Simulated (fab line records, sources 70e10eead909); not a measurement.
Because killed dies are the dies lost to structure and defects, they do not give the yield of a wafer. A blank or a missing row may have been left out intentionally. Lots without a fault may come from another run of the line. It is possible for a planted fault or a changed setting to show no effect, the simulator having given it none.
fab line records / flow nand_harc
record lots=12 wafers=36 last_day=33
route steps=1302 shown P_BONDPAD@379 A_CHANNEL_HOLE_D1@475 A_CHANNEL_FILL_D1@496
lots that met no fault: from a run of the same line without faults
start_h: hours from the record's opening day to when the first of the lot's shown wafers began / wait_h: hours from the lot's prior step to this one / " unchanged from the row above / L1.1+2: a row that stands for several wafers / - no value, or no start given / * or withheld: withheld / < > ~ a bound
route shown NAME@n: names a module that has steps shown in the file, with the first one's number in the route / usual: mean and standard deviation over wafers with no fault / same: alike in all rows / chamber/n: place in a boat / sites: each site's reading / _std_site: their standard deviation / _edge_site: inner sites' mean taken away from outer sites' mean / radius_mm: how far each site lies from the wafer's centre / mask NAME#n: copy n / behind: the tool/chamber that last shaped the wafer / hold: the reason the lot was held/the length of the hold in hours/how it ended / device: transistor that didn't switch, given as n, p or np / end of line: tests run on the same wafers once the route is complete / where a step has no rows: the recipe by itself / killed: not the wafer's yield, but the dies lost to structure and defects at the first sort / map: dies across one wafer; x = killed, . = not, _ = none there
set.NAME: the setting that was run; set.NAME@STEP: the one run at that earlier step / model.NAME: the simulator's own value behind a step, which no gauge read
the route's steps for a sample of lots (tables are steps, rows are wafers)
services: from which hour (start_h, from the record's first day; less than 0 if before it) a tool's chamber was out of use, for how many hours, and why
## steps
# step NHARC_P_BONDPAD_ANNEAL_28
# recipe temp_c=225 time_s=90
# usual wafer_temp_C_max=226.4/0.5
# same time_s=90
lot.wafer=L778.1 tool=rtp_anneal-01 chamber=0 start_h=145.04 wait_h=- wafer_temp_C_max=226.7
lot.wafer=L778.3 tool=rtp_anneal-01 chamber=0 start_h=145.04 wait_h=- wafer_temp_C_max=226.9
lot.wafer=L778.6 tool=rtp_anneal-01 chamber=0 start_h=145.04 wait_h=- wafer_temp_C_max=226.9
lot.wafer=L779.2 tool=rtp_anneal-02 chamber=0 start_h=154.01 wait_h=0.4 wafer_temp_C_max=226.0
lot.wafer=L779.3 tool=rtp_anneal-02 chamber=0 start_h=154.01 wait_h=0.4 wafer_temp_C_max=226.0
lot.wafer=L779.4 tool=rtp_anneal-02 chamber=0 start_h=154.01 wait_h=0.4 wafer_temp_C_max=225.8
lot.wafer=L780.1 tool=rtp_anneal-01 chamber=0 start_h=164.53 wait_h=- wafer_temp_C_max=227.1
lot.wafer=L780.5 tool=rtp_anneal-01 chamber=0 start_h=164.53 wait_h=- wafer_temp_C_max=226.4
lot.wafer=L780.6 tool=rtp_anneal-01 chamber=0 start_h=164.53 wait_h=- wafer_temp_C_max=226.8
lot.wafer=L781.4 tool=rtp_anneal-02 chamber=0 start_h=182.77 wait_h=0.4 wafer_temp_C_max=226.0
lot.wafer=L781.5 tool=rtp_anneal-02 chamber=0 start_h=182.77 wait_h=0.4 wafer_temp_C_max=225.8
lot.wafer=L781.6 tool=rtp_anneal-02 chamber=0 start_h=182.77 wait_h=0.4 wafer_temp_C_max=226.1
lot.wafer=L783.1 tool=rtp_anneal-01 chamber=0 start_h=197.71 wait_h=0.3 wafer_temp_C_max=226.0
lot.wafer=L783.4 tool=rtp_anneal-01 chamber=0 start_h=197.71 wait_h=0.3 wafer_temp_C_max=226.3
lot.wafer=L783.6 tool=rtp_anneal-01 chamber=0 start_h=197.71 wait_h=0.3 wafer_temp_C_max=226.9
lot.wafer=L787.2 tool=rtp_anneal-01 chamber=0 start_h=241.86 wait_h=0.3 wafer_temp_C_max=226.5
lot.wafer=L787.3 tool=rtp_anneal-01 chamber=0 start_h=241.86 wait_h=0.3 wafer_temp_C_max=227.1
lot.wafer=L787.5 tool=rtp_anneal-01 chamber=0 start_h=241.86 wait_h=0.3 wafer_temp_C_max=227.4
lot.wafer=L791.1 tool=rtp_anneal-02 chamber=0 start_h=282.27 wait_h=0.3 wafer_temp_C_max=226.1
lot.wafer=L791.3 tool=rtp_anneal-02 chamber=0 start_h=282.27 wait_h=0.3 wafer_temp_C_max=225.7
lot.wafer=L791.4 tool=rtp_anneal-02 chamber=0 start_h=282.27 wait_h=0.3 wafer_temp_C_max=226.1
lot.wafer=L793.1 tool=rtp_anneal-02 chamber=0 start_h=305.48 wait_h=- wafer_temp_C_max=226.1
lot.wafer=L793.3 tool=rtp_anneal-02 chamber=0 start_h=305.48 wait_h=- wafer_temp_C_max=225.9
lot.wafer=L793.5 tool=rtp_anneal-02 chamber=0 start_h=305.48 wait_h=- wafer_temp_C_max=226.4
lot.wafer=L794.1 tool=rtp_anneal-02 chamber=0 start_h=307.99 wait_h=0.3 wafer_temp_C_max=225.5
lot.wafer=L794.2 tool=rtp_anneal-02 chamber=0 start_h=307.99 wait_h=0.3 wafer_temp_C_max=226.1
lot.wafer=L794.5 tool=rtp_anneal-02 chamber=0 start_h=307.99 wait_h=0.3 wafer_temp_C_max=225.4
lot.wafer=L798.1 tool=rtp_anneal-01 chamber=0 start_h=343.39 wait_h=- wafer_temp_C_max=227.4
lot.wafer=L798.2 tool=rtp_anneal-01 chamber=0 start_h=343.39 wait_h=- wafer_temp_C_max=226.9
lot.wafer=L798.5 tool=rtp_anneal-01 chamber=0 start_h=343.39 wait_h=- wafer_temp_C_max=226.5
lot.wafer=L797.1 tool=rtp_anneal-02 chamber=0 start_h=344.62 wait_h=- wafer_temp_C_max=225.8
lot.wafer=L797.4 tool=rtp_anneal-02 chamber=0 start_h=344.62 wait_h=- wafer_temp_C_max=225.6
lot.wafer=L797.6 tool=rtp_anneal-02 chamber=0 start_h=344.62 wait_h=- wafer_temp_C_max=226.1
lot.wafer=L800.1 tool=rtp_anneal-02 chamber=0 start_h=368.25 wait_h=- wafer_temp_C_max=226.2
lot.wafer=L800.2 tool=rtp_anneal-02 chamber=0 start_h=368.25 wait_h=- wafer_temp_C_max=226.0
lot.wafer=L800.4 tool=rtp_anneal-02 chamber=0 start_h=368.25 wait_h=- wafer_temp_C_max=225.8
# step NHARC_A_CHANNEL_HOLE_D1_ETCH_23
# recipe bias_v=5000 source_w=withheld pressure_mtorr=20 time_s=819 ar_flow_sccm=375 c4f8_flow_sccm=89.3 o2_flow_sccm=35.7 temp_c=-20 target_depth_a=16000 chemistry=C4F8/O2/Ar
# usual c4f8_flow_sccm=89.30/0.27 drypump_motor_current_A=5.8/0.68 showerhead_plenum_p_Torr=3.70/0.14 throttle_valve_pct=32.154/0.0089
# same time_s=819
lot.wafer=L778.1 tool=har_etch-02 chamber=1 start_h=190.47 wait_h=0.5 c4f8_flow_sccm=89.41 drypump_motor_current_A=6.1 rf_hours_counter_h=299 showerhead_plenum_p_Torr=3.76 throttle_valve_pct=32.152
lot.wafer=L778.3 tool=har_etch-02 chamber=1 start_h=190.47 wait_h=0.5 c4f8_flow_sccm=89.34 drypump_motor_current_A=6.1 rf_hours_counter_h=- showerhead_plenum_p_Torr=3.76 throttle_valve_pct=32.161
lot.wafer=L778.6 tool=har_etch-02 chamber=0 start_h=190.47 wait_h=0.5 c4f8_flow_sccm=89.39 drypump_motor_current_A=6.7 rf_hours_counter_h=- showerhead_plenum_p_Torr=3.48 throttle_valve_pct=32.152
lot.wafer=L779.2 tool=har_etch-02 chamber=1 start_h=206.60 wait_h=0.5 c4f8_flow_sccm=89.62 drypump_motor_current_A=6.1 rf_hours_counter_h=307 showerhead_plenum_p_Torr=3.76 throttle_valve_pct=32.161
lot.wafer=L779.3 tool=har_etch-02 chamber=0 start_h=206.60 wait_h=0.5 c4f8_flow_sccm=89.44 drypump_motor_current_A=6.7 rf_hours_counter_h=- showerhead_plenum_p_Torr=3.47 throttle_valve_pct=32.165
lot.wafer=L779.4 tool=har_etch-02 chamber=1 start_h=206.60 wait_h=0.5 c4f8_flow_sccm=89.68 drypump_motor_current_A=6.1 rf_hours_counter_h=- showerhead_plenum_p_Torr=3.76 throttle_valve_pct=32.159
lot.wafer=L780.1 tool=har_etch-02 chamber=0 start_h=210.66 wait_h=0.5 c4f8_flow_sccm=89.39 drypump_motor_current_A=6.7 rf_hours_counter_h=311 showerhead_plenum_p_Torr=3.47 throttle_valve_pct=32.159
lot.wafer=L780.6 tool=har_etch-02 chamber=0 start_h=210.66 wait_h=0.5 c4f8_flow_sccm=89.60 drypump_motor_current_A=6.7 rf_hours_counter_h=- showerhead_plenum_p_Torr=3.47 throttle_valve_pct=32.161
lot.wafer=L780.5 tool=har_etch-02 chamber=1 start_h=210.66 wait_h=0.5 c4f8_flow_sccm=89.46 drypump_motor_current_A=6.1 rf_hours_counter_h=- showerhead_plenum_p_Torr=3.76 throttle_valve_pct=32.146
lot.wafer=L781.4 tool=har_etch-01 chamber=0 start_h=232.97 wait_h=0.5 c4f8_flow_sccm=89.33 drypump_motor_current_A=5.0 rf_hours_counter_h=- showerhead_plenum_p_Torr=3.72 throttle_valve_pct=32.145
lot.wafer=L781.6 tool=har_etch-01 chamber=1 start_h=232.97 wait_h=0.5 c4f8_flow_sccm=89.20 drypump_motor_current_A=5.4 rf_hours_counter_h=- showerhead_plenum_p_Torr=3.87 throttle_valve_pct=32.136
lot.wafer=L781.5 tool=har_etch-01 chamber=0 start_h=232.97 wait_h=0.5 c4f8_flow_sccm=89.36 drypump_motor_current_A=4.9 rf_hours_counter_h=- showerhead_plenum_p_Torr=3.72 throttle_valve_pct=32.144
lot.wafer=L783.1 tool=har_etch-01 chamber=1 start_h=242.56 wait_h=0.5 c4f8_flow_sccm=89.01 drypump_motor_current_A=5.4 rf_hours_counter_h=120 showerhead_plenum_p_Torr=3.87 throttle_valve_pct=32.178
lot.wafer=L783.4 tool=har_etch-01 chamber=0 start_h=242.56 wait_h=0.5 c4f8_flow_sccm=89.29 drypump_motor_current_A=4.9 rf_hours_counter_h=- showerhead_plenum_p_Torr=3.71 throttle_valve_pct=32.146
lot.wafer=L783.6 tool=har_etch-01 chamber=0 start_h=242.56 wait_h=0.5 c4f8_flow_sccm=88.99 drypump_motor_current_A=4.9 rf_hours_counter_h=- showerhead_plenum_p_Torr=3.71 throttle_valve_pct=32.159
lot.wafer=L787.2 tool=har_etch-02 chamber=0 start_h=285.98 wait_h=0.5 c4f8_flow_sccm=89.08 drypump_motor_current_A=6.7 rf_hours_counter_h=357 showerhead_plenum_p_Torr=3.45 throttle_valve_pct=32.141
lot.wafer=L787.3 tool=har_etch-02 chamber=0 start_h=285.98 wait_h=0.5 c4f8_flow_sccm=88.93 drypump_motor_current_A=6.7 rf_hours_counter_h=- showerhead_plenum_p_Torr=3.45 throttle_valve_pct=32.150
lot.wafer=L787.5 tool=har_etch-02 chamber=1 start_h=285.98 wait_h=0.5 c4f8_flow_sccm=89.75 drypump_motor_current_A=6.1 rf_hours_counter_h=- showerhead_plenum_p_Torr=3.74 throttle_valve_pct=32.165
lot.wafer=L791.1 tool=har_etch-02 chamber=1 start_h=328.62 wait_h=0.9 c4f8_flow_sccm=89.23 drypump_motor_current_A=6.1 rf_hours_counter_h=374 showerhead_plenum_p_Torr=3.72 throttle_valve_pct=32.168
lot.wafer=L791.3 tool=har_etch-02 chamber=1 start_h=328.62 wait_h=0.9 c4f8_flow_sccm=89.59 drypump_motor_current_A=6.1 rf_hours_counter_h=- showerhead_plenum_p_Torr=3.72 throttle_valve_pct=32.161
lot.wafer=L791.4 tool=har_etch-02 chamber=1 start_h=328.62 wait_h=0.9 c4f8_flow_sccm=89.29 drypump_motor_current_A=6.1 rf_hours_counter_h=- showerhead_plenum_p_Torr=3.72 throttle_valve_pct=32.158
lot.wafer=L793.1 tool=har_etch-02 chamber=1 start_h=349.45 wait_h=0.5 c4f8_flow_sccm=89.46 drypump_motor_current_A=6.1 rf_hours_counter_h=388 showerhead_plenum_p_Torr=3.72 throttle_valve_pct=32.160
lot.wafer=L793.3 tool=har_etch-02 chamber=1 start_h=349.45 wait_h=0.5 c4f8_flow_sccm=89.43 drypump_motor_current_A=6.1 rf_hours_counter_h=- showerhead_plenum_p_Torr=3.72 throttle_valve_pct=32.167
lot.wafer=L793.5 tool=har_etch-02 chamber=1 start_h=349.45 wait_h=0.5 c4f8_flow_sccm=89.95 drypump_motor_current_A=6.1 rf_hours_counter_h=- showerhead_plenum_p_Torr=3.72 throttle_valve_pct=32.155
lot.wafer=L794.1 tool=har_etch-01 chamber=0 start_h=349.94 wait_h=0.5 c4f8_flow_sccm=89.27 drypump_motor_current_A=4.9 rf_hours_counter_h=180 showerhead_plenum_p_Torr=3.68 throttle_valve_pct=32.160
lot.wafer=L794.2 tool=har_etch-01 chamber=1 start_h=349.94 wait_h=0.5 c4f8_flow_sccm=89.69 drypump_motor_current_A=5.4 rf_hours_counter_h=180 showerhead_plenum_p_Torr=3.83 throttle_valve_pct=32.159
lot.wafer=L794.5 tool=har_etch-01 chamber=1 start_h=349.94 wait_h=0.5 c4f8_flow_sccm=89.79 drypump_motor_current_A=5.3 rf_hours_counter_h=- showerhead_plenum_p_Torr=3.83 throttle_valve_pct=32.152
lot.wafer=L798.2 tool=har_etch-01 chamber=0 start_h=391.63 wait_h=0.5 c4f8_flow_sccm=89.46 drypump_motor_current_A=4.9 rf_hours_counter_h=211 showerhead_plenum_p_Torr=3.66 throttle_valve_pct=32.173
lot.wafer=L798.1 tool=har_etch-01 chamber=1 start_h=391.63 wait_h=0.5 c4f8_flow_sccm=89.52 drypump_motor_current_A=5.4 rf_hours_counter_h=211 showerhead_plenum_p_Torr=3.81 throttle_valve_pct=32.168
lot.wafer=L798.5 tool=har_etch-01 chamber=1 start_h=391.63 wait_h=0.5 c4f8_flow_sccm=89.78 drypump_motor_current_A=5.4 rf_hours_counter_h=- showerhead_plenum_p_Torr=3.81 throttle_valve_pct=32.147
lot.wafer=L797.1 tool=har_etch-02 chamber=1 start_h=395.51 wait_h=0.5 c4f8_flow_sccm=89.61 drypump_motor_current_A=6.1 rf_hours_counter_h=1 showerhead_plenum_p_Torr=3.71 throttle_valve_pct=32.156
lot.wafer=L797.4 tool=har_etch-02 chamber=1 start_h=395.51 wait_h=0.5 c4f8_flow_sccm=89.17 drypump_motor_current_A=6.1 rf_hours_counter_h=- showerhead_plenum_p_Torr=3.71 throttle_valve_pct=32.165
lot.wafer=L797.6 tool=har_etch-02 chamber=1 start_h=395.51 wait_h=0.5 c4f8_flow_sccm=89.25 drypump_motor_current_A=6.1 rf_hours_counter_h=- showerhead_plenum_p_Torr=3.71 throttle_valve_pct=32.133
lot.wafer=L800.1 tool=har_etch-02 chamber=0 start_h=420.43 wait_h=0.5 c4f8_flow_sccm=89.47 drypump_motor_current_A=6.7 rf_hours_counter_h=17 showerhead_plenum_p_Torr=3.92 throttle_valve_pct=32.163
lot.wafer=L800.2 tool=har_etch-02 chamber=1 start_h=420.43 wait_h=0.5 c4f8_flow_sccm=88.77 drypump_motor_current_A=6.1 rf_hours_counter_h=17 showerhead_plenum_p_Torr=3.70 throttle_valve_pct=32.153
lot.wafer=L800.4 tool=har_etch-02 chamber=0 start_h=420.43 wait_h=0.5 c4f8_flow_sccm=89.91 drypump_motor_current_A=6.7 rf_hours_counter_h=- showerhead_plenum_p_Torr=3.92 throttle_valve_pct=32.158
# step NHARC_A_CHANNEL_FILL_D1_ALD_16
# recipe target_thk_a=15 pulse_time_s=10 ald_cycles=15 temp_c=300 material=SiO2
# usual heater_power_w=499/46 precursor_pulse_height_rel=1.001/0.02
lot.wafer=L778.3 tool=ald_hk-04 chamber=1 start_h=207.14 wait_h=0.1 heater_power_w=491 precursor_pulse_height_rel=1.030
lot.wafer=L778.1 tool=ald_hk-04 chamber=2 start_h=207.14 wait_h=0.1 heater_power_w=484 precursor_pulse_height_rel=1.006
lot.wafer=L778.6 tool=ald_hk-04 chamber=1 start_h=207.14 wait_h=0.1 heater_power_w=477 precursor_pulse_height_rel=1.006
lot.wafer=L779.4 tool=ald_hk-03 chamber=1 start_h=224.57 wait_h=1.2 heater_power_w=499 precursor_pulse_height_rel=1.022
lot.wafer=L779.2 tool=ald_hk-03 chamber=2 start_h=224.57 wait_h=1.2 heater_power_w=474 precursor_pulse_height_rel=0.984
lot.wafer=L779.3 tool=ald_hk-03 chamber=3 start_h=224.57 wait_h=1.2 heater_power_w=554 precursor_pulse_height_rel=1.002
lot.wafer=L780.1 tool=ald_hk-03 chamber=1 start_h=227.79 wait_h=0.0 heater_power_w=487 precursor_pulse_height_rel=0.998
lot.wafer=L780.5 tool=ald_hk-03 chamber=1 start_h=227.79 wait_h=0.0 heater_power_w=485 precursor_pulse_height_rel=0.995
lot.wafer=L780.6 tool=ald_hk-03 chamber=2 start_h=227.79 wait_h=0.0 heater_power_w=465 precursor_pulse_height_rel=0.998
lot.wafer=L781.4 tool=ald_hk-01 chamber=1 start_h=249.28 wait_h=0.1 heater_power_w=476 precursor_pulse_height_rel=1.020
lot.wafer=L781.5 tool=ald_hk-01 chamber=0 start_h=249.28 wait_h=0.1 heater_power_w=482 precursor_pulse_height_rel=1.006
lot.wafer=L781.6 tool=ald_hk-01 chamber=1 start_h=249.28 wait_h=0.1 heater_power_w=468 precursor_pulse_height_rel=0.982
lot.wafer=L783.4 tool=ald_hk-01 chamber=3 start_h=260.44 wait_h=0.1 heater_power_w=424 precursor_pulse_height_rel=1.014
lot.wafer=L783.1 tool=ald_hk-01 chamber=1 start_h=260.44 wait_h=0.1 heater_power_w=464 precursor_pulse_height_rel=0.987
lot.wafer=L783.6 tool=ald_hk-01 chamber=3 start_h=260.44 wait_h=0.1 heater_power_w=427 precursor_pulse_height_rel=0.997
lot.wafer=L787.2 tool=ald_hk-03 chamber=3 start_h=303.16 wait_h=0.6 heater_power_w=552 precursor_pulse_height_rel=1.003
lot.wafer=L787.3 tool=ald_hk-03 chamber=0 start_h=303.16 wait_h=0.6 heater_power_w=497 precursor_pulse_height_rel=0.976
lot.wafer=L787.5 tool=ald_hk-03 chamber=3 start_h=303.16 wait_h=0.6 heater_power_w=558 precursor_pulse_height_rel=1.029
lot.wafer=L791.3 tool=ald_hk-04 chamber=1 start_h=348.14 wait_h=0.0 heater_power_w=470 precursor_pulse_height_rel=1.022
lot.wafer=L791.4 tool=ald_hk-04 chamber=2 start_h=348.14 wait_h=0.0 heater_power_w=494 precursor_pulse_height_rel=0.993
lot.wafer=L791.1 tool=ald_hk-04 chamber=3 start_h=348.14 wait_h=0.0 heater_power_w=564 precursor_pulse_height_rel=0.975
lot.wafer=L794.2 tool=ald_hk-03 chamber=0 start_h=365.95 wait_h=0.0 heater_power_w=489 precursor_pulse_height_rel=0.985
lot.wafer=L794.1 tool=ald_hk-03 chamber=3 start_h=365.95 wait_h=0.0 heater_power_w=563 precursor_pulse_height_rel=1.012
lot.wafer=L794.5 tool=ald_hk-03 chamber=1 start_h=365.95 wait_h=0.0 heater_power_w=504 precursor_pulse_height_rel=0.982
lot.wafer=L793.3 tool=ald_hk-04 chamber=1 start_h=365.97 wait_h=0.1 heater_power_w=480 precursor_pulse_height_rel=1.017
lot.wafer=L793.1 tool=ald_hk-04 chamber=2 start_h=365.97 wait_h=0.1 heater_power_w=510 precursor_pulse_height_rel=1.040
lot.wafer=L793.5 tool=ald_hk-04 chamber=0 start_h=365.97 wait_h=0.1 heater_power_w=447 precursor_pulse_height_rel=1.006
lot.wafer=L797.1 tool=ald_hk-01 chamber=3 start_h=410.19 wait_h=0.0 heater_power_w=444 precursor_pulse_height_rel=0.984
lot.wafer=L797.4 tool=ald_hk-01 chamber=0 start_h=410.19 wait_h=0.0 heater_power_w=477 precursor_pulse_height_rel=1.015
lot.wafer=L797.6 tool=ald_hk-01 chamber=3 start_h=410.19 wait_h=0.0 heater_power_w=457 precursor_pulse_height_rel=1.036
lot.wafer=L798.2 tool=ald_hk-04 chamber=0 start_h=410.21 wait_h=0.1 heater_power_w=440 precursor_pulse_height_rel=1.015
lot.wafer=L798.1 tool=ald_hk-04 chamber=2 start_h=410.21 wait_h=0.1 heater_power_w=488 precursor_pulse_height_rel=1.000
lot.wafer=L798.5 tool=ald_hk-04 chamber=0 start_h=410.21 wait_h=0.1 heater_power_w=437 precursor_pulse_height_rel=0.978
lot.wafer=L800.4 tool=ald_hk-03 chamber=1 start_h=437.99 wait_h=0.0 heater_power_w=474 precursor_pulse_height_rel=1.016
lot.wafer=L800.2 tool=ald_hk-03 chamber=2 start_h=437.99 wait_h=0.0 heater_power_w=480 precursor_pulse_height_rel=0.968
lot.wafer=L800.1 tool=ald_hk-03 chamber=0 start_h=437.99 wait_h=0.0 heater_power_w=485 precursor_pulse_height_rel=1.013
# step NHARC_A_CHANNEL_FILL_D1_ETCHBACK_20
# recipe target_depth_a=270 time_s=13.5 c4f8_flow_sccm=withheld o2_flow_sccm=8 ar_flow_sccm=withheld rf_w=600 bias_w=1500 chemistry=C4F8/O2/Ar
# usual oes_product_au=0.96/0.034 rf_fwd_power_W=587.7/3 rf_vpp_V=975/5.2
# same time_s=13.5
lot.wafer=L778.1 tool=rie_diel-09 chamber=3 start_h=219.08 wait_h=- oes_product_au=1.01 rf_fwd_power_W=586.1 rf_hours_counter_h=3.2 rf_vpp_V=971
lot.wafer=L778.3 tool=rie_diel-09 chamber=2 start_h=219.08 wait_h=- oes_product_au=1.02 rf_fwd_power_W=582.5 rf_hours_counter_h=2.8 rf_vpp_V=970
lot.wafer=L778.6 tool=rie_diel-09 chamber=3 start_h=219.08 wait_h=- oes_product_au=1.00 rf_fwd_power_W=584.6 rf_hours_counter_h=- rf_vpp_V=972
lot.wafer=L779.4 tool=rie_diel-09 chamber=2 start_h=236.72 wait_h=- oes_product_au=1.00 rf_fwd_power_W=583.8 rf_hours_counter_h=3.5 rf_vpp_V=970
lot.wafer=L779.2 tool=rie_diel-09 chamber=3 start_h=236.72 wait_h=- oes_product_au=0.99 rf_fwd_power_W=584.3 rf_hours_counter_h=4.5 rf_vpp_V=971
lot.wafer=L779.3 tool=rie_diel-09 chamber=0 start_h=236.72 wait_h=- oes_product_au=0.99 rf_fwd_power_W=595.1 rf_hours_counter_h=4.6 rf_vpp_V=969
lot.wafer=L780.1 tool=rie_diel-02 chamber=1 start_h=240.73 wait_h=- oes_product_au=1.00 rf_fwd_power_W=589.3 rf_hours_counter_h=0.3 rf_vpp_V=983
lot.wafer=L780.5 tool=rie_diel-02 chamber=2 start_h=240.73 wait_h=- oes_product_au=0.99 rf_fwd_power_W=592.8 rf_hours_counter_h=- rf_vpp_V=988
lot.wafer=L780.6 tool=rie_diel-02 chamber=3 start_h=240.73 wait_h=- oes_product_au=1.00 rf_fwd_power_W=581.0 rf_hours_counter_h=- rf_vpp_V=980
lot.wafer=L781.4 tool=rie_diel-13 chamber=2 start_h=261.64 wait_h=- oes_product_au=0.99 rf_fwd_power_W=589.7 rf_hours_counter_h=3.7 rf_vpp_V=975
lot.wafer=L781.6 tool=rie_diel-13 chamber=0 start_h=261.64 wait_h=- oes_product_au=0.99 rf_fwd_power_W=582.4 rf_hours_counter_h=- rf_vpp_V=971
lot.wafer=L781.5 tool=rie_diel-13 chamber=1 start_h=261.64 wait_h=- oes_product_au=0.98 rf_fwd_power_W=588.3 rf_hours_counter_h=- rf_vpp_V=978
lot.wafer=L783.4 tool=rie_diel-13 chamber=2 start_h=273.07 wait_h=- oes_product_au=0.93 rf_fwd_power_W=589.5 rf_hours_counter_h=5.0 rf_vpp_V=975
lot.wafer=L783.1 tool=rie_diel-13 chamber=3 start_h=273.07 wait_h=- oes_product_au=0.94 rf_fwd_power_W=586.8 rf_hours_counter_h=5.7 rf_vpp_V=970
lot.wafer=L783.6 tool=rie_diel-13 chamber=2 start_h=273.07 wait_h=- oes_product_au=0.94 rf_fwd_power_W=591.5 rf_hours_counter_h=- rf_vpp_V=974
lot.wafer=L787.2 tool=rie_diel-13 chamber=3 start_h=315.13 wait_h=- oes_product_au=0.94 rf_fwd_power_W=586.3 rf_hours_counter_h=7.8 rf_vpp_V=970
lot.wafer=L787.3 tool=rie_diel-13 chamber=2 start_h=315.13 wait_h=- oes_product_au=1.00 rf_fwd_power_W=587.1 rf_hours_counter_h=7.0 rf_vpp_V=974
lot.wafer=L787.5 tool=rie_diel-13 chamber=0 start_h=315.13 wait_h=- oes_product_au=0.92 rf_fwd_power_W=586.1 rf_hours_counter_h=- rf_vpp_V=972
lot.wafer=L791.1 tool=rie_diel-13 chamber=0 start_h=361.53 wait_h=- oes_product_au=1.11 rf_fwd_power_W=682.9 rf_hours_counter_h=0.8 rf_vpp_V=973
lot.wafer=L791.3 tool=rie_diel-13 chamber=1 start_h=361.53 wait_h=- oes_product_au=1.09 rf_fwd_power_W=684.7 rf_hours_counter_h=0.9 rf_vpp_V=980
lot.wafer=L791.4 tool=rie_diel-13 chamber=2 start_h=361.53 wait_h=- oes_product_au=1.10 rf_fwd_power_W=683.5 rf_hours_counter_h=1.0 rf_vpp_V=974
lot.wafer=L793.1 tool=rie_diel-13 chamber=2 start_h=377.71 wait_h=- oes_product_au=1.07 rf_fwd_power_W=684.4 rf_hours_counter_h=1.5 rf_vpp_V=975
lot.wafer=L793.3 tool=rie_diel-13 chamber=1 start_h=377.71 wait_h=- oes_product_au=1.05 rf_fwd_power_W=681.5 rf_hours_counter_h=1.4 rf_vpp_V=980
lot.wafer=L793.5 tool=rie_diel-13 chamber=3 start_h=377.71 wait_h=- oes_product_au=1.07 rf_fwd_power_W=685.5 rf_hours_counter_h=- rf_vpp_V=970
lot.wafer=L794.2 tool=rie_diel-02 chamber=0 start_h=377.72 wait_h=- oes_product_au=0.93 rf_fwd_power_W=587.5 rf_hours_counter_h=6.9 rf_vpp_V=974
lot.wafer=L794.1 tool=rie_diel-02 chamber=3 start_h=377.72 wait_h=- oes_product_au=0.93 rf_fwd_power_W=588.2 rf_hours_counter_h=7.5 rf_vpp_V=977
lot.wafer=L794.5 tool=rie_diel-02 chamber=0 start_h=377.72 wait_h=- oes_product_au=0.93 rf_fwd_power_W=586.4 rf_hours_counter_h=- rf_vpp_V=975
lot.wafer=L797.4 tool=rie_diel-02 chamber=2 start_h=419.17 wait_h=- oes_product_au=1.00 rf_fwd_power_W=594.7 rf_hours_counter_h=0.6 rf_vpp_V=988
lot.wafer=L797.1 tool=rie_diel-02 chamber=3 start_h=419.17 wait_h=- oes_product_au=1.01 rf_fwd_power_W=586.1 rf_hours_counter_h=0.4 rf_vpp_V=977
lot.wafer=L797.6 tool=rie_diel-02 chamber=3 start_h=419.17 wait_h=- oes_product_au=1.01 rf_fwd_power_W=587.5 rf_hours_counter_h=- rf_vpp_V=978
lot.wafer=L798.1 tool=rie_diel-09 chamber=2 start_h=419.20 wait_h=- oes_product_au=0.93 rf_fwd_power_W=582.2 rf_hours_counter_h=4.2 rf_vpp_V=971
lot.wafer=L798.2 tool=rie_diel-09 chamber=1 start_h=419.20 wait_h=- oes_product_au=0.94 rf_fwd_power_W=587.9 rf_hours_counter_h=5.9 rf_vpp_V=972
lot.wafer=L798.5 tool=rie_diel-09 chamber=3 start_h=419.20 wait_h=- oes_product_au=0.92 rf_fwd_power_W=585.0 rf_hours_counter_h=- rf_vpp_V=972
lot.wafer=L800.2 tool=rie_diel-13 chamber=1 start_h=450.01 wait_h=- oes_product_au=0.93 rf_fwd_power_W=590.4 rf_hours_counter_h=5.9 rf_vpp_V=978
lot.wafer=L800.4 tool=rie_diel-13 chamber=2 start_h=450.01 wait_h=- oes_product_au=0.92 rf_fwd_power_W=587.5 rf_hours_counter_h=5.1 rf_vpp_V=975
lot.wafer=L800.1 tool=rie_diel-13 chamber=3 start_h=450.01 wait_h=- oes_product_au=0.93 rf_fwd_power_W=589.0 rf_hours_counter_h=3.9 rf_vpp_V=969
## services
tool=ald_hk-01 chamber=- start_h=121.49 hours=10.0 kind=pm
tool=rie_diel-13 chamber=1 start_h=132.66 hours=11.3 kind=repair
tool=rie_diel-09 chamber=- start_h=143.10 hours=9.0 kind=pm
tool=rie_diel-02 chamber=3 start_h=158.34 hours=2.5 kind=repair
tool=rie_diel-13 chamber=- start_h=165.00 hours=9.0 kind=pm
tool=ald_hk-04 chamber=- start_h=183.70 hours=0.6 kind=repair
tool=har_etch-01 chamber=- start_h=204.37 hours=0.4 kind=repair
tool=ald_hk-03 chamber=- start_h=214.11 hours=10.0 kind=pm
tool=rie_diel-02 chamber=- start_h=216.70 hours=9.0 kind=pm
tool=rie_diel-13 chamber=2 start_h=222.04 hours=20.7 kind=repair
tool=rie_diel-13 chamber=3 start_h=247.59 hours=6.3 kind=repair
tool=ald_hk-04 chamber=- start_h=256.31 hours=3.3 kind=repair
tool=rie_diel-02 chamber=1 start_h=257.31 hours=18.0 kind=repair
tool=har_etch-01 chamber=- start_h=273.77 hours=1.6 kind=repair
tool=rie_diel-09 chamber=2 start_h=278.50 hours=6.1 kind=repair
tool=rie_diel-13 chamber=1 start_h=306.66 hours=2.6 kind=repair
tool=har_etch-01 chamber=- start_h=337.73 hours=0.1 kind=repair
tool=rie_diel-13 chamber=- start_h=342.00 hours=9.0 kind=pm
tool=rtp_anneal-01 chamber=- start_h=372.00 hours=12.0 kind=pm
tool=har_etch-02 chamber=- start_h=377.07 hours=17.0 kind=pm
tool=rie_diel-13 chamber=3 start_h=386.69 hours=16.1 kind=repair
tool=rie_diel-13 chamber=2 start_h=405.21 hours=4.8 kind=repair
tool=rie_diel-13 chamber=1 start_h=411.79 hours=4.6 kind=repair
tool=ald_hk-04 chamber=- start_h=437.59 hours=10.0 kind=pm
## key
first_sign step=NHARC_A_CHANNEL_FILL_D1_ETCHBACK_20 reading=rf_fwd_power_W direction=up sigmas=32 usual=* struck=*
effect step=NHARC_A_CHANNEL_FILL_D1_ETCHBACK_20 reading=oes_product_au direction=up sigmas=3.6 usual=0.96 struck=1.08
met_at NHARC_A_CHANNEL_FILL_D1_ETCHBACK_20
struck_lots L791,L793
tester_left_out L791,L793
not_acting_at NHARC_P_BONDPAD_ANNEAL_28,NHARC_A_CHANNEL_HOLE_D1_ETCH_23,NHARC_A_CHANNEL_FILL_D1_ALD_16
onset_between 315.13 361.53
fault kind=process_parameter_drift tool=rie_diel-13 chamber=- onset_h=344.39 steps=NHARC_A_CHANNEL_FILL_D1_ETCHBACK_20 channel=rf_w offset=* shape=step end_h=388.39 acts_in=* stated=*
# tester_left_out: of these lots the tester's yield and bins aren't shown, on N5 and GAA mostly nor the transistor test; their killed dies are dies lost to structure and defects alone, not to doping, threshold or leakage, so they don't give the yield
